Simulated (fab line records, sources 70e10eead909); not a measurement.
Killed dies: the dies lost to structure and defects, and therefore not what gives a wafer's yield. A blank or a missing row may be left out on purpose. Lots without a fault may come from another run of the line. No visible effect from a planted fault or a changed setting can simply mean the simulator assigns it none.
Matching of chambers    flow nandHarc    pecvd-04 running NHARC_A_DECK1_JOINT_DEP_16: 3 sister chambers
The step deposits SiO2, target thk 45 nm. 18 wafers are shown with their chamber, then 9 later ones without.

## EACH WAFER AND ITS CHAMBER
wafer   chamber  heaterPowerW (W)  throttleValvePct (%)  flowSccm (sccm)
L075.4  1        812               15.6                  2647
L075.5  0        397               16.6                  2656
L075.6  2        459               15.7                  2651
L076.3  1        688               15.6                  2654
L076.4  1        705               15.7                  2652
L076.6  2        460               15.9                  2647
L077.1  2        453               16.1                  2661
L077.4  0        414               16.4                  2648
L077.5  1        824               16.0                  2643
L078.4  0        388               16.4                  2637
L078.5  2        452               16.0                  2635
L078.6  1        818               16.0                  2640
L079.1  0        428               16.3                  2657
L079.4  2        396               16.1                  2652
L079.5  1        785               16.2                  2652
L080.3  2        391               15.8                  2653
L080.4  0        439               16.4                  2648
L080.6  2        397               16.0                  2643

SIGNATURES (means of the wafers above)
reading           chamber 0  chamber 1  chamber 2  scatter within a chamber
heaterPowerW      413.20     772.00     429.71     42
throttleValvePct  16.420     15.850     15.943     0.183
flowSccm          2649.20    2648.00    2648.86    7.42
Rule: for a wafer and a chamber, the distance is found by dividing, reading by reading, the gap between the wafer's reading and the chamber's mean by the reading's scatter, squaring, summing and taking the root. If the next closest chamber is less than 2 further off than the closest, the wafer can't be placed; otherwise it belongs to the closest. The scatter: take each reading less its chamber's mean, square it, sum over the shown wafers, divide by the number of wafers less the number of chambers, and take the root.

## WAFERS WITHOUT THEIR CHAMBER
wafer   heaterPowerW (W)  throttleValvePct (%)  flowSccm (sccm)
L084.2  793               16.1                  2665
L084.3  375               16.1                  2648
L084.4  373               16.0                  2665
L088.3  839               15.9                  2661
L088.5  377               16.7                  2650
L088.6  811               16.2                  2660
L089.2  468               16.3                  2659
L089.3  410               16.5                  2654
L089.5  695               16.0                  2642

## THE CHAMBER EACH PASSED THROUGH
wafer   from the rows above      in truth
L084.2  1                        1
L084.3  can't be placed: 2 or 0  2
L084.4  can't be placed: 2 or 0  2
L088.3  1                        1
L088.5  0                        0
L088.6  1                        1
L089.2  can't be placed: 0 or 2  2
L089.3  0                        0
L089.5  1                        1
Correct placement for 6 of the 9. From these rows, 3 cannot be placed; in 3 the true chamber is one of the candidates. Placed wrongly: 0.
